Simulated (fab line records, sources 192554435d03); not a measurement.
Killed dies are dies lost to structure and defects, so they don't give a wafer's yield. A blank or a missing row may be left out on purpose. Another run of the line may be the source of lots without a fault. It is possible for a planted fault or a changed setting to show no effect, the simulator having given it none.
Which tool did it? + flow n5Finfet + 24 lots, 72 wafers sampled, at 2 steps of a route of 1938

== WHAT THE GAUGES READ, wafer by wafer ==
N5_BEOL_M0_SAQP_INSPECT_42: inspects for defects (brightfield). Usual: rawDefectCount 282, standard deviation 78.
| lot  | measured     | on               | rawDefectCount | flag |
|------|--------------|------------------|----------------|------|
| L074 | day 5 19:52  | defectInspect-02 | 331 321 277    |      |
| L075 | day 6 00:05  | defectInspect-01 | 246 185 246    |      |
| L076 | day 6 00:44  | defectInspect-01 | 313 346 334    |      |
| L077 | day 6 11:07  | defectInspect-01 | 217 224 283    |      |
| L078 | day 6 18:01  | defectInspect-01 | 421 309 387    |      |
| L079 | day 6 22:52  | defectInspect-01 | 413 304 289    |      |
| L080 | day 7 05:27  | defectInspect-01 | 301 241 288    |      |
| L081 | day 7 13:00  | defectInspect-01 | 213 205 211    |      |
| L082 | day 7 14:11  | defectInspect-02 | 351 251 197    |      |
| L083 | day 7 18:06  | defectInspect-01 | 213 241 219    |      |
| L084 | day 8 02:26  | defectInspect-01 | 295 348 251    |      |
| L085 | day 8 11:50  | defectInspect-02 | 199 236 351    |      |
| L086 | day 8 23:55  | defectInspect-01 | 260 358 217    |      |
| L088 | day 9 07:26  | defectInspect-02 | 457 215 230    |      |
| L087 | day 9 09:36  | defectInspect-02 | 216 258 225    |      |
| L089 | day 9 17:47  | defectInspect-01 | 195 199 170    |      |
| L090 | day 9 23:16  | defectInspect-02 | 260 207 340    |      |
| L091 | day 10 02:35 | defectInspect-02 | 257 226 208    |      |
| L092 | day 10 10:11 | defectInspect-01 | 292 360 390    |      |
| L093 | day 10 14:33 | defectInspect-02 | 300 195 187    |      |
| L094 | day 10 16:16 | defectInspect-02 | 303 230 412    |      |
| L095 | day 10 21:37 | defectInspect-02 | 273 355 301    |      |
| L096 | day 11 08:34 | defectInspect-01 | 236 263 188    |      |
| L097 | day 11 12:45 | defectInspect-02 | 368 387 338    |      |

== WHAT TOOL EACH LOT RAN ON (gives the tool, then ch and the chambers of the sampled wafers, and finally the start) ==
| lot  | N5_BEOL_M0_SAQP_SPACER1_ALD_98   |
|------|----------------------------------|
| L074 | aldSin-01 ch 0,1,2, day 5 16:36  |
| L075 | aldSin-04 ch 0,2,3, day 5 21:09  |
| L076 | aldSin-02 ch 0,2,3, day 5 21:27  |
| L077 | aldSin-04 ch 0,2,3, day 6 08:04  |
| L078 | aldSin-02 ch 0,1,3, day 6 15:10  |
| L079 | aldSin-02 ch 0,1,3, day 6 20:02  |
| L080 | aldSin-04 ch 1,2,3, day 7 02:29  |
| L081 | aldSin-04 ch 0,3, day 7 09:05    |
| L082 | aldSin-04 ch 0,1,3, day 7 11:13  |
| L083 | aldSin-02 ch 1,2,3, day 7 15:11  |
| L084 | aldSin-02 ch 1,2,3, day 7 23:28  |
| L085 | aldSin-02 ch 1,3, day 8 07:25    |
| L086 | aldSin-02 ch 0,2,3, day 8 20:02  |
| L088 | aldSin-01 ch 2,3, day 9 04:13    |
| L087 | aldSin-02 ch 0,1,3, day 9 06:38  |
| L089 | aldSin-02 ch 0,1,2, day 9 14:58  |
| L090 | aldSin-02 ch 1,3, day 9 20:08    |
| L091 | aldSin-04 ch 0,3, day 9 23:31    |
| L092 | aldSin-02 ch 0,1,3, day 10 07:22 |
| L093 | aldSin-04 ch 0,3, day 10 11:36   |
| L094 | aldSin-04 ch 1,2, day 10 13:22   |
| L095 | aldSin-04 ch 1,2,3, day 10 18:36 |
| L096 | aldSin-01 ch 0,3, day 11 05:37   |
| L097 | aldSin-01 ch 0,2,3, day 11 09:54 |
- N5_BEOL_M0_SAQP_SPACER1_ALD_98: deposits SiO2, target thk 12.8 nm, pulse time 1 s, purge time 2 s.

== WHAT THE TOOLS THEMSELVES READ (means of the sampled wafers that have a number; where no wafer has one, the mark that the record gives instead) ==
N5_BEOL_M0_SAQP_SPACER1_ALD_98. Usual: heaterPowerW 493 W, standard deviation 49; precursorPulseHeightRel 1.001, standard deviation 0.019.
| lot  | tool      | heaterPowerW (W) | precursorPulseHeightRel | flag |
|------|-----------|------------------|-------------------------|------|
| L074 | aldSin-01 | 508              | 0.995                   |      |
| L075 | aldSin-04 | 545              | 1.002                   |      |
| L076 | aldSin-02 | 479              | 1.012                   |      |
| L077 | aldSin-04 | 550              | 0.992                   |      |
| L078 | aldSin-02 | 462              | 1.010                   |      |
| L079 | aldSin-02 | 457              | 0.996                   |      |
| L080 | aldSin-04 | 504              | 0.998                   |      |
| L081 | aldSin-04 | 567              | 0.998                   |      |
| L082 | aldSin-04 | 522              | 0.989                   |      |
| L083 | aldSin-02 | 462              | 0.997                   |      |
| L084 | aldSin-02 | 464              | 0.999                   |      |
| L085 | aldSin-02 | 447              | 1.006                   |      |
| L086 | aldSin-02 | 484              | 1.003                   |      |
| L088 | aldSin-01 | 453              | 0.998                   |      |
| L087 | aldSin-02 | 467              | 1.014                   |      |
| L089 | aldSin-02 | 473              | 1.005                   |      |
| L090 | aldSin-02 | 451              | 0.988                   |      |
| L091 | aldSin-04 | 544              | 0.991                   |      |
| L092 | aldSin-02 | 464              | 1.001                   |      |
| L093 | aldSin-04 | 556              | 0.992                   |      |
| L094 | aldSin-04 | 470              | 1.000                   |      |
| L095 | aldSin-04 | 487              | 0.986                   |      |
| L096 | aldSin-01 | 565              | 0.981                   |      |
| L097 | aldSin-01 | 502              | 0.999                   |      |

== THE ANSWER, worked out from the rows above alone ==
Rule: a lot is off if the mean of its wafers that have a number lies more than 3 standard deviations from the usual mean. A lot without any number at a reading at which 4 lots or more have one is off too. The other lots that the step has rows for count as sound. First the gauges in route order, then the tools' own readings, where a lot's mean is used as printed above. The first step at which some lot is off is used, and at that step the reading that is off furthest; a lot without a number counts as furthest.
Nothing can be told from this: no lot is off at any reading shown.

== WHAT HAD BEEN PUT IN BY THE SIMULATOR ==
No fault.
